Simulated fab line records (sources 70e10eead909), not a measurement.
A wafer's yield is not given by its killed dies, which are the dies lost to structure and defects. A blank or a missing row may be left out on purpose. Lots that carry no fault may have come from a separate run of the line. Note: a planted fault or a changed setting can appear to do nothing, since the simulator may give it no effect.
The tool behind it: which one?	flow nand-harc	24 lots with 72 wafers sampled at 6 steps, on a route of 1159 steps

## WHAT EACH GAUGE READ, for each wafer
No reading from a measuring or inspecting step in the record can be judged against a usual standard deviation.

## EACH LOT AND THE TOOL THAT RAN IT (in order: tool; ch and the chambers of the sampled wafers; start)
lot	NHARC_P_BONDPAD_ANNEAL_28	NHARC_A_ZERO_WELL_RTA_16	NHARC_A_CHANNEL_HOLE_D1_ETCH_20	NHARC_A_CHANNEL_HOLE_D1_ETCH_21	NHARC_A_CHANNEL_HOLE_D1_ETCH_44	NHARC_A_CHANNEL_FILL_D1_ALD_14
L074	rtp-anneal-01 ch 0, day 6 13:31	rtp-anneal-02 ch 0, day 6 16:55	har-etch-02 ch 0,1, day 8 06:11	har-etch-02 ch 0,1, day 8 06:32	rie-diel-11 ch 0,2,3, day 8 10:40	ald-hk-03 ch 1,2, day 8 19:18
L075	rtp-anneal-02 ch 0, day 7 01:09	rtp-anneal-02 ch 0, day 7 04:31	har-etch-01 ch 0,1, day 9 06:15	har-etch-01 ch 0,1, day 9 06:35	rie-diel-13 ch 0,1,3, day 9 10:51	ald-hk-02 ch 0,2,3, day 9 22:26
L077	rtp-anneal-01 ch 0, day 7 10:32	rtp-anneal-02 ch 0, day 7 14:02	har-etch-02 ch 0,1, day 9 01:43	har-etch-02 ch 0,1, day 9 02:02	rie-diel-01 ch 0,1,2, day 9 06:20	ald-hk-04 ch 0,2,3, day 9 15:46
L076	rtp-anneal-02 ch 0, day 7 11:28	rtp-anneal-01 ch 0, day 7 14:57	har-etch-01 ch 0,1, day 9 02:08	har-etch-01 ch 0,1, day 9 02:29	rie-diel-13 ch 1,2,3, day 9 06:40	ald-hk-04 ch 0,3, day 9 16:02
L078	rtp-anneal-02 ch 0, day 7 12:31	rtp-anneal-01 ch 0, day 7 15:59	har-etch-02 ch 0,1, day 9 06:00	har-etch-02 ch 0,1, day 9 06:22	rie-diel-01 ch 0,3, day 9 10:32	ald-hk-03 ch 2,3, day 9 22:34
L081	rtp-anneal-02 ch 0, day 7 19:24	rtp-anneal-01 ch 0, day 7 22:56	har-etch-01 ch 0,1, day 9 16:49	har-etch-01 ch 0,1, day 9 17:07	rie-diel-01 ch 1,2,3, day 9 21:25	ald-hk-02 ch 0,1,2, day 10 05:05
L079	rtp-anneal-02 ch 0, day 7 19:47	rtp-anneal-01 ch 0, day 7 23:19	har-etch-02 ch 0,1, day 9 16:20	har-etch-02 ch 0,1, day 9 16:40	rie-diel-13 ch 0,3, day 9 20:58	ald-hk-04 ch 1,2, day 10 05:05
L080	rtp-anneal-02 ch 0, day 7 23:47	rtp-anneal-02 ch 0, day 8 03:17	har-etch-02 ch 0,1, day 9 20:37	har-etch-02 ch 0,1, day 9 20:59	rie-diel-01 ch 0,3, day 10 01:07	ald-hk-02 ch 2,3, day 10 09:47
L082	rtp-anneal-02 ch 0, day 8 13:05	rtp-anneal-02 ch 0, day 8 16:35	har-etch-02 ch 0,1, day 10 08:32	har-etch-02 ch 0,1, day 10 08:55	rie-diel-01 ch 1,2,3, day 10 13:01	ald-hk-03 ch 2,3, day 10 23:41
L083	rtp-anneal-01 ch 0, day 8 19:57	rtp-anneal-02 ch 0, day 8 23:14	har-etch-02 ch 0,1, day 10 16:22	har-etch-02 ch 0,1, day 10 16:43	rie-diel-11 ch 1,2, day 10 20:52	ald-hk-04 ch 1,2,3, day 11 07:08
L084	rtp-anneal-01 ch 0, day 8 20:55	rtp-anneal-02 ch 0, day 9 00:24	har-etch-01 ch 0,1, day 10 16:07	har-etch-01 ch 0,1, day 10 16:25	rie-diel-01 ch 0,1,2, day 10 20:45	ald-hk-03 ch 0,1,3, day 11 07:10
L085	rtp-anneal-01 ch 0, day 9 04:03	rtp-anneal-01 ch 0, day 9 07:22	har-etch-02 ch 0, day 11 06:34	har-etch-02 ch 0, day 11 06:54	rie-diel-13 ch 0,1, day 11 11:08	ald-hk-03 ch 0,1,2, day 11 20:38
L088	rtp-anneal-01 ch 0, day 9 16:53	rtp-anneal-01 ch 0, day 9 20:22	har-etch-01 ch 0,1, day 11 15:44	har-etch-01 ch 0,1, day 11 16:04	rie-diel-13 ch 1,2,3, day 11 20:22	ald-hk-03 ch 0,3, day 12 04:36
L087	rtp-anneal-02 ch 0, day 9 19:29	rtp-anneal-02 ch 0, day 9 22:58	har-etch-02 ch 0,1, day 11 15:49	har-etch-02 ch 0,1, day 11 16:07	rie-diel-11 ch 0,2,3, day 11 20:26	ald-hk-02 ch 2,3, day 12 04:36
L086	rtp-anneal-02 ch 0, day 9 20:18	rtp-anneal-02 ch 0, day 9 23:47	har-etch-01 ch 0,1, day 11 19:55	har-etch-01 ch 0,1, day 11 20:14	rie-diel-01 ch 1,3, day 12 00:31	ald-hk-04 ch 2,3, day 12 10:18
L089	rtp-anneal-01 ch 0, day 10 04:42	rtp-anneal-01 ch 0, day 10 08:15	har-etch-02 ch 0,1, day 11 22:24	har-etch-02 ch 0,1, day 11 22:45	rie-diel-13 ch 1,2, day 12 02:57	ald-hk-03 ch 0,1,2, day 12 10:25
L090	rtp-anneal-01 ch 0, day 10 05:25	rtp-anneal-01 ch 0, day 10 08:53	har-etch-01 ch 0,1, day 12 00:07	har-etch-01 ch 0,1, day 12 00:28	rie-diel-13 ch 0,1, day 12 04:40	ald-hk-04 ch 1,2,3, day 12 12:50
L091	rtp-anneal-02 ch 0, day 10 12:28	rtp-anneal-02 ch 0, day 10 15:56	har-etch-02 ch 0,1, day 12 08:10	har-etch-02 ch 0,1, day 12 08:29	rie-diel-11 ch 0,1,3, day 12 12:47	ald-hk-04 ch 0,2,3, day 12 20:58
L092	rtp-anneal-01 ch 0, day 10 22:47	rtp-anneal-01 ch 0, day 11 02:08	har-etch-01 ch 0,1, day 12 16:43	har-etch-01 ch 0,1, day 12 17:02	rie-diel-01 ch 1,2, day 12 21:19	ald-hk-02 ch 0,1,3, day 13 05:34
L093	rtp-anneal-01 ch 0, day 11 02:54	rtp-anneal-01 ch 0, day 11 06:21	har-etch-02 ch 0,1, day 12 20:49	har-etch-02 ch 0,1, day 12 21:09	rie-diel-01 ch 0,1,3, day 13 01:23	ald-hk-02 ch 1,2,3, day 13 09:38
L094	rtp-anneal-01 ch 0, day 11 14:28	rtp-anneal-01 ch 0, day 11 18:01	har-etch-01 ch 0,1, day 13 11:42	har-etch-01 ch 0,1, day 13 12:01	rie-diel-13 ch 0,1,2, day 13 16:19	ald-hk-03 ch 0,1,3, day 14 00:32
L095	rtp-anneal-01 ch 0, day 11 19:03	rtp-anneal-02 ch 0, day 11 22:27	har-etch-01 ch 0,1, day 13 15:57	har-etch-01 ch 0,1, day 13 16:19	rie-diel-01 ch 2,3, day 13 20:29	ald-hk-04 ch 0,1,3, day 14 04:43
L096	rtp-anneal-01 ch 0, day 11 20:14	rtp-anneal-01 ch 0, day 11 23:44	har-etch-02 ch 0,1, day 13 12:58	har-etch-02 ch 0,1, day 13 13:17	rie-diel-11 ch 1,2,3, day 13 17:34	ald-hk-02 ch 1,3, day 14 00:34
L097	rtp-anneal-01 ch 0, day 12 12:46	rtp-anneal-02 ch 0, day 12 16:16	har-etch-02 ch 0,1, day 14 09:54	har-etch-02 ch 0,1, day 14 10:13	rie-diel-13 ch 0,1,3, day 14 14:29	ald-hk-02 ch 1,2,3, day 14 23:24
- NHARC_P_BONDPAD_ANNEAL_28: time 90 s.
- NHARC_A_ZERO_WELL_RTA_16: time 10 s.
- NHARC_A_CHANNEL_HOLE_D1_ETCH_20: etches the open film in C4F8/O2/Ar, time 361.9 s, target depth 1600 nm.
- NHARC_A_CHANNEL_HOLE_D1_ETCH_21: etches the open film in C4F8/O2/Ar, time 514.3 s, target depth 1600 nm.
- NHARC_A_CHANNEL_HOLE_D1_ETCH_44: etches the open film in CF4/O2, target depth 140 nm, overetch 14 nm, time 77 s.
- NHARC_A_CHANNEL_FILL_D1_ALD_14: deposits SiO2, target thk 2.5 nm, pulse time 10 s, ald cycles 25.

## WHAT THE TOOLS THEMSELVES READ (means of the sampled wafers that have a number; where no wafer has one, the mark that the record gives instead)
NHARC_P_BONDPAD_ANNEAL_28.
lot	tool	anneal-temp-c (C)	wafer_temp_C_max
L074	rtp-anneal-01	224.91	225.6
L075	rtp-anneal-02	225.12	226.7
L077	rtp-anneal-01	224.84	225.8
L076	rtp-anneal-02	225.17	227.0
L078	rtp-anneal-02	225.11	226.3
L081	rtp-anneal-02	225.11	226.5
L079	rtp-anneal-02	225.17	226.9
L080	rtp-anneal-02	224.88	226.9
L082	rtp-anneal-02	224.93	226.5
L083	rtp-anneal-01	225.05	225.6
L084	rtp-anneal-01	225.10	225.7
L085	rtp-anneal-01	224.94	225.6
L088	rtp-anneal-01	224.90	225.5
L087	rtp-anneal-02	224.87	227.1
L086	rtp-anneal-02	225.16	226.5
L089	rtp-anneal-01	224.88	225.8
L090	rtp-anneal-01	224.95	225.4
L091	rtp-anneal-02	225.10	226.7
L092	rtp-anneal-01	224.98	225.7
L093	rtp-anneal-01	224.95	225.8
L094	rtp-anneal-01	225.13	225.5
L095	rtp-anneal-01	225.01	225.8
L096	rtp-anneal-01	225.05	225.7
L097	rtp-anneal-01	225.13	225.4

NHARC_A_ZERO_WELL_RTA_16.
lot	tool	lamp-power-pct (%)	wafer_temp_C_max
L074	rtp-anneal-02	35	1006.8
L075	rtp-anneal-02	35	1007.1
L077	rtp-anneal-02	35	1008.3
L076	rtp-anneal-01	28	1002.9
L078	rtp-anneal-01	28	1002.4
L081	rtp-anneal-01	28	1003.3
L079	rtp-anneal-01	28	1004.4
L080	rtp-anneal-02	35	1009.9
L082	rtp-anneal-02	35	1007.4
L083	rtp-anneal-02	35	1008.0
L084	rtp-anneal-02	35	1007.6
L085	rtp-anneal-01	28	1002.7
L088	rtp-anneal-01	28	1002.3
L087	rtp-anneal-02	35	1007.8
L086	rtp-anneal-02	35	1007.7
L089	rtp-anneal-01	28	1002.5
L090	rtp-anneal-01	28	1002.3
L091	rtp-anneal-02	35	1006.6
L092	rtp-anneal-01	28	1002.6
L093	rtp-anneal-01	28	1003.2
L094	rtp-anneal-01	28	1003.2
L095	rtp-anneal-02	35	1008.6
L096	rtp-anneal-01	28	1003.5
L097	rtp-anneal-02	35	1007.3

NHARC_A_CHANNEL_HOLE_D1_ETCH_20.
lot	tool	drypump-motor-current-A (A)	showerhead-plenum-p-Torr (Torr)	throttle-valve-pct (%)
L074	har-etch-02	5.5	3.63	32.155
L075	har-etch-01	5.4	3.62	32.153
L077	har-etch-02	5.7	3.72	32.163
L076	har-etch-01	5.0	3.64	32.155
L078	har-etch-02	5.7	3.71	32.145
L081	har-etch-01	5.0	3.64	32.150
L079	har-etch-02	5.7	3.71	32.156
L080	har-etch-02	5.7	3.71	32.154
L082	har-etch-02	5.5	3.62	32.160
L083	har-etch-02	5.7	3.70	32.157
L084	har-etch-01	5.4	3.62	32.156
L085	har-etch-02	5.9	3.78	32.157
L088	har-etch-01	5.0	3.63	32.163
L087	har-etch-02	5.7	3.70	32.148
L086	har-etch-01	5.4	3.61	32.150
L089	har-etch-02	5.7	3.69	32.161
L090	har-etch-01	5.4	3.61	32.152
L091	har-etch-02	5.7	3.69	32.164
L092	har-etch-01	5.1	3.62	32.158
L093	har-etch-02	5.7	3.69	32.159
L094	har-etch-01	5.4	3.60	32.159
L095	har-etch-01	5.0	3.62	32.151
L096	har-etch-02	5.5	3.60	32.160
L097	har-etch-02	5.7	3.68	32.147

NHARC_A_CHANNEL_HOLE_D1_ETCH_21.
lot	tool	drypump-motor-current-A (A)	showerhead-plenum-p-Torr (Torr)	throttle-valve-pct (%)
L074	har-etch-02	5.5	3.63	32.154
L075	har-etch-01	5.4	3.62	32.169
L077	har-etch-02	5.7	3.72	32.158
L076	har-etch-01	5.1	3.64	32.149
L078	har-etch-02	5.7	3.71	32.149
L081	har-etch-01	5.0	3.64	32.159
L079	har-etch-02	5.7	3.71	32.163
L080	har-etch-02	5.7	3.71	32.154
L082	har-etch-02	5.5	3.62	32.162
L083	har-etch-02	5.7	3.70	32.153
L084	har-etch-01	5.4	3.62	32.152
L085	har-etch-02	5.9	3.78	32.150
L088	har-etch-01	5.0	3.63	32.154
L087	har-etch-02	5.7	3.70	32.155
L086	har-etch-01	5.4	3.61	32.160
L089	har-etch-02	5.7	3.69	32.161
L090	har-etch-01	5.4	3.61	32.159
L091	har-etch-02	5.7	3.69	32.160
L092	har-etch-01	5.1	3.62	32.148
L093	har-etch-02	5.7	3.69	32.152
L094	har-etch-01	5.4	3.60	32.152
L095	har-etch-01	5.0	3.62	32.144
L096	har-etch-02	5.5	3.60	32.156
L097	har-etch-02	5.7	3.68	32.150

NHARC_A_CHANNEL_HOLE_D1_ETCH_44.
lot	tool	drypump-motor-current-A (A)	oes-product-au (a.u.)	rf-vpp-V (V)	showerhead-plenum-p-Torr (Torr)	throttle-valve-pct (%)
L074	rie-diel-11	5.2	1.003	198.9	1.37	13.397
L075	rie-diel-13	5.5	1.008	198.7	1.36	13.388
L077	rie-diel-01	5.6	1.001	198.3	1.35	13.403
L076	rie-diel-13	5.7	0.995	198.7	1.36	13.408
L078	rie-diel-01	5.1	0.999	196.9	1.30	13.402
L081	rie-diel-01	5.7	0.997	198.4	1.36	13.396
L079	rie-diel-13	5.5	1.000	197.8	1.35	13.399
L080	rie-diel-01	5.2	1.002	197.2	1.31	13.410
L082	rie-diel-01	5.7	1.001	198.8	1.36	13.399
L083	rie-diel-11	5.0	1.016	196.3	1.29	13.399
L084	rie-diel-01	5.6	1.009	197.8	1.35	13.393
L085	rie-diel-13	5.2	1.007	198.0	1.39	13.406
L088	rie-diel-13	5.7	1.001	197.4	1.36	13.383
L087	rie-diel-11	5.2	1.003	198.9	1.37	13.397
L086	rie-diel-01	5.6	0.996	197.9	1.33	13.399
L089	rie-diel-13	5.6	0.988	198.3	1.38	13.390
L090	rie-diel-13	5.5	1.004	198.4	1.38	13.402
L091	rie-diel-11	5.6	1.009	198.0	1.38	13.396
L092	rie-diel-01	6.1	1.003	198.2	1.38	13.400
L093	rie-diel-01	5.6	0.995	198.2	1.33	13.382
L094	rie-diel-13	5.4	0.993	198.7	1.39	13.395
L095	rie-diel-01	5.3	0.999	198.8	1.36	13.405
L096	rie-diel-11	5.3	1.000	197.5	1.33	13.391
L097	rie-diel-13	5.5	1.008	198.8	1.36	13.391

NHARC_A_CHANNEL_FILL_D1_ALD_14.
lot	tool	heater-power-w (W)	precursor-pulse-height-rel
L074	ald-hk-03	448	0.990
L075	ald-hk-02	495	0.979
L077	ald-hk-04	487	0.991
L076	ald-hk-04	481	1.029
L078	ald-hk-03	470	0.999
L081	ald-hk-02	469	1.000
L079	ald-hk-04	561	1.010
L080	ald-hk-02	534	0.991
L082	ald-hk-03	488	1.003
L083	ald-hk-04	519	1.004
L084	ald-hk-03	478	1.008
L085	ald-hk-03	462	1.018
L088	ald-hk-03	487	1.002
L087	ald-hk-02	531	1.004
L086	ald-hk-04	462	1.010
L089	ald-hk-03	458	0.978
L090	ald-hk-04	521	1.006
L091	ald-hk-04	492	1.004
L092	ald-hk-02	478	0.988
L093	ald-hk-02	516	0.977
L094	ald-hk-03	479	0.981
L095	ald-hk-04	516	0.988
L096	ald-hk-02	534	1.007
L097	ald-hk-02	513	1.014

## THE ANSWER, worked out from the rows above alone
Rule: what is usual is taken from the lots themselves. Put in order of their means at a reading, lots are off if they are a third of the lots or fewer, leave a main group of 4 or more, and stand apart from it by a gap of 3 or more times the standard deviation of the main group's means; of several such gaps the widest counts. The tables above print the reading to a certain number of digits; a main group whose means all agree to those digits is not used. Also off: a lot with no number at a reading for which 4 or more lots have one. Where the step has rows for the other lots, those lots are counted as sound. After the gauges, taken in route order, come the tools' own readings; for these a lot's mean is taken, as printed above. The first step at which some lot is off is used, and at that step the reading that is off furthest; a lot without a number counts as furthest.
No lot is off at any reading shown: from this, nothing can be told.

## WHAT THE SIMULATOR HAD PUT IN
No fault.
